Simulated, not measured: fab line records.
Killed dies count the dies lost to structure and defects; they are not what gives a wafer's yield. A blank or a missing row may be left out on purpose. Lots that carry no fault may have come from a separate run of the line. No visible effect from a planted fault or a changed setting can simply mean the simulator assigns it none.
fab line records | flow nand-harc
record lots=5 wafers=15 last-day=33
route steps=1302 shown P_ZERO_WELL@44
lots untouched by any fault: they come from a run of this same line in which no faults occurred
start-h: hours from the record's first day to the start of the lot's first wafer shown | wait-h: how many hours have passed since the lot's step before this one | " repeats the value in the row above | L1.1+2: one row covering several wafers at once | - either no value or no given start | * or withheld: withheld | < > ~ a bound
route shown NAME@n: names a module that has steps shown in the file, with the first one's number in the route | usual: mean/standard deviation of fault-free wafers | same: alike in all rows | chamber/n: place in a boat | sites: readings site by site | _std_site: their standard deviation | _edge_site: the outer-site mean with the inner-site mean subtracted | radius-mm: for every site, how far away it sits from the centre of the wafer | mask NAME#n: copy n | behind: tool/chamber where the wafer was last shaped | hold: cause of the lot's hold/its duration in hours/its outcome | device: transistor that didn't switch, given as n, p or np | end of line: at the end of the route, the tests of the same wafers | a step given without rows: its recipe and nothing more | killed: not the wafer's yield, but the dies lost to structure and defects at the first sort | map: shows each die of a wafer: x if killed, . if not, _ if none is there
set.NAME: the setting as run; set.NAME@STEP: as run at that earlier step | model.NAME: the simulator's own value behind a step, which no gauge read
lots seen at some steps along the route; tables by step, rows by wafer
services: from which hour (start-h, from the record's first day; less than 0 if before it) a tool's chamber was out of use, for how many hours, and why
## steps
# step NHARC_P_ZERO_WELL_CD_MEAS_37
# recipe target-cd-nm=720 landing-energy-ev=500
# usual cd-nm=721.8/1.6
# columns lot.wafer tool chamber start-h wait-h cd-nm
L885.3 cd-sem-01 0 24.26 - 724.5
L885.5 " 0 " " 723.4
L885.6 " 0 " " 722.4
L893.2 cd-sem-01 0 104.25 - 719.3
L893.4 " 0 " " 720.3
L893.6 " 0 " " 717.8
L901.1 cd-sem-01 0 184.13 - 721.3
L901.2 " 0 " " 720.3
L901.4 " 0 " " 721.1
L905.1 cd-sem-03 0 224.23 - 718.8
L905.2 " 0 " " 723.0
L905.4 " 0 " " 721.0
L907.3 cd-sem-01 0 244.14 - 720.8
L907.4 " 0 " " 722.8
L907.5 " 0 " " 722.1
# step NHARC_P_ZERO_WELL_HARDBAKE_38
# recipe temp-c=125 time-s=80
# step NHARC_P_ZERO_WELL_DESCUM_39
# recipe time-s=3 o2-flow-sccm=200 ar-flow-sccm=0 bias-power-w=0 chemistry=O2
# usual drypump-motor-current-A=5.8/0.44 mfc-ar-sccm=0.005/0.0085 oes-product-au=1.000/0.011 rf-vpp-V=57.7/0.89 showerhead-plenum-p-Torr=1.91/0.088 throttle-valve-pct=11.312/0.0091
# columns lot.wafer tool chamber start-h wait-h drypump-motor-current-A mfc-ar-sccm oes-product-au rf-hours-counter-h rf-vpp-V showerhead-plenum-p-Torr throttle-valve-pct
L885.3 rie-diel-08 0 24.95 - 6.0 0 0.981 0 58.9 2.08 11.308
L885.5 " 1 " " 6.6 0 1.009 - 56.4 1.92 11.307
L885.6 " 2 " " 6.5 0 0.995 - 57.1 2.03 11.314
L893.2 rie-diel-08 3 104.41 - 5.6 0 1.012 28 57.6 1.87 11.319
L893.4 " 1 " " 6.6 0 1.005 24 58.5 1.91 11.307
L893.6 " 0 " " 5.9 0 0.990 - 58.6 2.07 11.305
L901.2 rie-diel-10 2 184.29 - 5.6 0.006 1.012 32 56.9 1.82 11.312
L901.4 " 3 " " 5.5 0.019 1.013 39 57.1 1.84 11.312
L901.1 " 0 " " 5.5 0.010 1.004 40 58.1 1.86 11.316
L905.2 rie-diel-08 2 224.41 - 6.5 0 1.004 10 57.1 2.01 11.305
L905.1 " 3 " " 5.6 0 0.998 12 58.4 1.85 11.309
L905.4 " 0 " " 6.0 0 0.995 14 59.5 2.06 11.303
L907.4 rie-diel-07 3 244.30 - 5.5 0 0.985 38 57.7 1.85 11.314
L907.3 " 1 " " 5.3 0.000 0.995 40 59.0 1.99 11.325
L907.5 " 2 " " 6.2 0.030 1.012 - 56.2 1.78 11.320
# step NHARC_P_ZERO_WELL_IMPLANT_40
# recipe energy-kev=300 dose-cm2=1e+13 tilt-deg=7
# step NHARC_P_ZERO_WELL_IMPLANT_59
# recipe energy-kev=120 dose-cm2=5e+12 tilt-deg=7
# step NHARC_P_ZERO_WELL_IMPLANT_60
# recipe energy-kev=30 dose-cm2=2e+12 tilt-deg=7
# step NHARC_P_ZERO_WELL_STRIP_41
# recipe time-s=840 temp-c=130 chemistry=SPM
# step NHARC_P_ZERO_WELL_DEHYDRATE_44
# recipe temp-c=150 time-s=120
# step NHARC_P_ZERO_WELL_HMDS_45
# recipe time-s=30
# step NHARC_P_ZERO_WELL_COAT_46
# recipe spin-rpm=withheld
# step NHARC_P_ZERO_WELL_SOFTBAKE_47
# recipe temp-c=122 time-s=95
# step NHARC_P_ZERO_WELL_EBR_48
# step NHARC_P_ZERO_WELL_EXPOSE_49
# recipe na=0.6 target-cd-nm=2000 dose-mj=22.64 mask-id=P_HVPW
# usual exposure-dose-mJ-cm2=22.639/0.023 reticle-temp-C=22.98/0.11
# columns lot.wafer tool chamber start-h wait-h mask exposure-dose-mJ-cm2 reticle-temp-C
L885.3 krf-scanner-01 0 26.12 - P_HVPW#0 22.668 22.95
L885.5 " 0 " " P_HVPW#0 22.641 22.97
L885.6 " 0 " " P_HVPW#0 22.633 22.76
L893.2 krf-scanner-01 0 105.61 - P_HVPW_R1#0 22.637 22.99
L893.4 " 0 " " P_HVPW_R1#0 22.682 23.04
L893.6 " 0 " " P_HVPW_R1#0 22.612 22.97
L901.1 krf-scanner-01 0 185.49 - P_HVPW#0 22.664 22.87
L901.2 " 0 " " P_HVPW#0 22.667 22.95
L901.4 " 0 " " P_HVPW#0 22.637 23.24
L905.1 krf-scanner-04 0 225.72 - P_HVPW#0 22.641 23.02
L905.2 " 0 " " P_HVPW#0 22.645 22.90
L905.4 " 0 " " P_HVPW#0 22.635 22.89
L907.3 krf-scanner-01 0 245.50 - P_HVPW#0 22.603 23.06
L907.4 " 0 " " P_HVPW#0 22.607 23.09
L907.5 " 0 " " P_HVPW#0 22.658 23.01
# step NHARC_P_ZERO_WELL_PEB_50
# recipe peb-temp-c=118 peb-time-s=85
# step NHARC_P_ZERO_WELL_DEVELOP_51
# recipe time-s=70
# step NHARC_P_ZERO_WELL_CD_MEAS_52
# recipe target-cd-nm=2000 landing-energy-ev=500
# usual cd-nm=1999.5/1.6
# columns lot.wafer tool chamber start-h wait-h cd-nm
L885.3 cd-sem-02 0 26.27 - 2001.9
L885.5 " 0 " " 2001.7
L885.6 " 0 " " 1999.9
L893.2 cd-sem-03 0 105.76 - 1987.1
L893.4 " 0 " " 1984.6
L893.6 " 0 " " 1984.4
L901.1 cd-sem-03 0 185.65 - 2001.0
L901.2 " 0 " " 1999.0
L901.4 " 0 " " 2001.1
L905.1 cd-sem-03 0 225.88 - 1999.2
L905.2 " 0 " " 1997.7
L905.4 " 0 " " 1998.8
L907.3 cd-sem-03 0 245.65 - 1999.8
L907.4 " 0 " " 1999.1
L907.5 " 0 " " 2002.3
# step NHARC_P_ZERO_WELL_HARDBAKE_53
# recipe temp-c=125 time-s=80
# step NHARC_P_ZERO_WELL_DESCUM_54
# recipe time-s=3 o2-flow-sccm=200 ar-flow-sccm=0 bias-power-w=0 chemistry=O2
# usual drypump-motor-current-A=5.8/0.44 mfc-ar-sccm=0.005/0.0099 oes-product-au=1.001/0.01 rf-vpp-V=57.7/0.88 showerhead-plenum-p-Torr=1.90/0.09 throttle-valve-pct=11.312/0.0095
# columns lot.wafer tool chamber start-h wait-h drypump-motor-current-A mfc-ar-sccm oes-product-au rf-hours-counter-h rf-vpp-V showerhead-plenum-p-Torr throttle-valve-pct model.P_ZERO_WELL.cd-nm
L885.3 rie-diel-07 1 26.46 - 5.3 0.000 0.991 23 57.8 2.01 11.315 2002
L885.5 " 2 " " 6.1 0.030 0.989 - 57.1 1.79 11.301 2002
L885.6 " 3 " " 5.5 0 0.992 - 57.4 1.87 11.306 2000
L893.4 rie-diel-08 1 105.93 - 6.6 0 1.011 25 57.6 1.91 11.319 1985
L893.2 " 2 " " 6.5 0 1.013 26 59.0 2.03 11.316 1987
L893.6 " 0 " " 5.9 0 1.007 - 59.1 2.07 11.320 1985
L901.2 rie-diel-10 2 185.82 - 5.6 0.006 1.022 32 58.2 1.82 11.321 2000
L901.4 " 3 " " 5.5 0.019 1.014 39 57.3 1.84 11.307 2000
L901.1 " 0 " " 5.5 0.010 1.018 40 58.0 1.86 11.302 2000
L905.2 rie-diel-10 0 226.04 - 5.5 0.010 0.990 55 58.3 1.86 11.313 1997
L905.4 " 2 " " 5.5 0.006 0.996 46 57.5 1.81 11.301 1999
L905.1 " 3 " " 5.5 0.019 0.991 56 58.3 1.84 11.316 1999
L907.3 rie-diel-07 2 245.82 - 6.2 0.030 1.004 36 59.4 1.78 11.316 1999
L907.4 " 1 " " 5.3 0.000 0.997 - 58.4 1.99 11.329 1999
L907.5 " 2 " " 6.2 0.030 1.003 - 57.2 1.78 11.309 2002
# step NHARC_P_ZERO_WELL_IMPLANT_55
# recipe energy-kev=180 dose-cm2=8e+11 tilt-deg=7
## services
# columns tool chamber start-h hours kind
rie-diel-08 - 15.81 9.0 pm
rie-diel-08 0 32.50 8.0 repair
rie-diel-08 - 48.96 3.4 repair
rie-diel-10 1 52.99 2.4 repair
rie-diel-10 0 55.56 5.0 repair
rie-diel-10 - 65.52 9.0 pm
rie-diel-07 2 81.43 18.9 repair
rie-diel-10 2 104.57 12.0 repair
rie-diel-07 - 117.20 9.0 pm
krf-scanner-01 - 140.00 4.0 pm
krf-scanner-01 - 159.92 0.6 repair
rie-diel-08 0 188.90 2.6 repair
rie-diel-07 - 190.19 0.6 repair
rie-diel-08 - 192.81 9.0 pm
rie-diel-10 1 199.14 7.6 repair
krf-scanner-01 - 204.99 0.1 repair
rie-diel-10 2 207.17 8.8 repair
rie-diel-07 0 211.67 2.3 repair
rie-diel-10 0 214.78 1.6 repair
rie-diel-10 - 228.26 0.7 repair
krf-scanner-01 - 239.54 2.6 repair
rie-diel-10 - 243.02 9.0 pm
rie-diel-08 2 243.10 2.7 repair
rie-diel-07 3 244.60 3.2 repair
## key
first-sign step=NHARC_P_ZERO_WELL_EXPOSE_49 reading=mask direction=changed
effect step=NHARC_P_ZERO_WELL_CD_MEAS_52 reading=cd-nm direction=down sigmas=8.7 usual=1999.5 struck=1985.4
model-effect step=NHARC_P_ZERO_WELL_DESCUM_54 value=P_ZERO_WELL.cd-nm without=1999 struck=1985
met-at NHARC_P_ZERO_WELL_EXPOSE_49
struck-wafers L893.2,L893.4,L893.6
tester-left-out L893
onset-between 26.12 105.61
fault kind=wrong-mask tool=any chamber=- onset-h=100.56 steps=NHARC_P_ZERO_WELL_EXPOSE_49 aux-copy=P_HVPW_R1#0 cd-offset-nm=-13.703 scope=struck-lots-only
# tester-left-out: of these lots the tester's yield and bins aren't shown, on N5 and GAA mostly nor the transistor test; their killed dies are dies lost to structure and defects alone, not to doping, threshold or leakage, so they don't give the yield
